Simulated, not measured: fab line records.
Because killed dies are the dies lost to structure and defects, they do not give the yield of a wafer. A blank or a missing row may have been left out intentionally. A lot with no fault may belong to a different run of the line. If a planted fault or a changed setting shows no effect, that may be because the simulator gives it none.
Chamber matching    flow n5Finfet    4 sister chambers for N5_BEOL_M6_CMP_52 on cmp-01
The step polishes, stops on SiCOH lowk, t overpolish 6.9 s, target thk 80 nm. 8 wafers are shown with their chamber, then 6 later ones without.

== WAFERS, EACH WITH ITS CHAMBER ==
wafer   chamber  motorCurrentA (A)  timeToEndpointS (s)
L826.6  0        6.1                57
L844.1  2        5.4                60
L845.3  1        5.4                70
L845.4  0        5.9                63
L845.6  3        6.3                65
L847.1  1        5.6                68
L847.4  3        6.5                64
L847.6  2        5.5                56

== WAFERS WHOSE CHAMBER IS MISSING ==
wafer   motorCurrentA (A)  timeToEndpointS (s)
L848.2  6.4                63
L848.3  5.2                66
L848.4  5.3                61
L849.1  5.2                60
L849.3  5.0                67
L849.6  5.2                67

== EACH ONE'S CHAMBER ==
wafer    from the rows above       in truth
L848.2   3                         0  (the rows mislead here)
L848.3   can't be placed: 1 or 2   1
L848.4   can't be placed: 2 or 1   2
L849.1   2                         2
L849.3   can't be placed: 1 or 2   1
L849.6   can't be placed: 1 or 2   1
Correctly placed: 1 of 6. Unplaceable from these rows: 4, with the true chamber sitting among the candidates in 4. Number placed wrongly: 1.
How it was worked out, from the rows above alone: a wafer's distance from a chamber is the root of the sum, over the readings, of the square of ((its reading less the chamber's mean) divided by the reading's scatter). If the next closest chamber is less than 2 further off than the closest, the wafer can't be placed; otherwise it belongs to the closest. The mean given for a chamber averages the wafers shown for that chamber. The scatter is the square root of a quotient: the sum, over the shown wafers, of each reading's squared deviation from its chamber's mean, divided by wafers minus chambers.
